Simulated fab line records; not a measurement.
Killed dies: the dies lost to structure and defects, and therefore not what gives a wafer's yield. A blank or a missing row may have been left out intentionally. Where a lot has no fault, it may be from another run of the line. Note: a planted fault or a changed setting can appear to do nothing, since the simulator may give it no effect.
Which tool is to blame?    flow nand harc    21 wafers from 7 lots sampled at 3 of the route's 1159 steps

## WHAT THE GAUGES SHOWED, per wafer
NHARC_A_BONDPAD_THK_MEAS_20: measures by xrf.
lot   measured      on             thk nm (nm)
L996  day 18 14:41  film metro-01  170.0 172.8 171.8
L995  day 18 14:22  film metro-01  170.8 170.9 170.6
L998  day 19 06:53  film metro-02  171.2 169.6 169.4
L104  day 21 07:19  film metro-01  171.5 170.1 169.0
L110  day 22 10:37  film metro-02  169.0 171.1 168.4
L114  day 23 12:13  film metro-01  169.6 169.0 167.9
L115  day 24 20:04  film metro-01  167.8 171.0 170.0

## EACH LOT AND THE TOOL THAT RAN IT (in order: tool; ch and the chambers of the sampled wafers; start)
lot   NHARC_A_STAIRCASE_STRIP_206          NHARC_A_BONDPAD_PRE_CLEAN_26
L996  wet bench-09 ch 1,2,7, day 11 18:34  pvd sputter-03, day 18 14:41 or earlier
L995  wet bench-06 ch 1,2,3, day 11 21:52  pvd sputter-03, day 18 14:22 or earlier
L998  wet bench-09 ch 3,5,6, day 12 08:16  pvd sputter-02, day 19 06:53 or earlier
L104  wet bench-09 ch 1,5,6, day 14 16:19  pvd sputter-03, day 21 07:19 or earlier
L110  wet bench-04 ch 3,4,7, day 15 17:48  pvd sputter-02, day 22 10:37 or earlier
L114  wet bench-04 ch 1,3,4, day 16 13:28  pvd sputter-03, day 23 12:13 or earlier
L115  wet bench-06 ch 0,3,5, day 17 11:40  pvd sputter-01, day 24 20:04 or earlier
- NHARC_A_STAIRCASE_STRIP_206: strips in SPM, time 900 s.
- NHARC_A_BONDPAD_PRE_CLEAN_26: time 30 s.

## THE ANSWER, worked out from the rows above alone
Rule: the lots themselves supply what counts as usual. The widest of any qualifying gaps counts: lots, ordered by their means at a reading, are off when they make up no more than a third of the lots, leave a main group of 4 or more, and stand apart from it by 3 or more times the standard deviation of that group's means. If all means in a main group match to the digits the tables above print for the reading, that group is not used. A lot without any number at a reading at which 4 lots or more have one is off too. The other lots that the step has rows for count as sound.
Nothing can be told from this: no lot is off at any reading shown.

## WHAT THE SIMULATOR HAD PUT IN
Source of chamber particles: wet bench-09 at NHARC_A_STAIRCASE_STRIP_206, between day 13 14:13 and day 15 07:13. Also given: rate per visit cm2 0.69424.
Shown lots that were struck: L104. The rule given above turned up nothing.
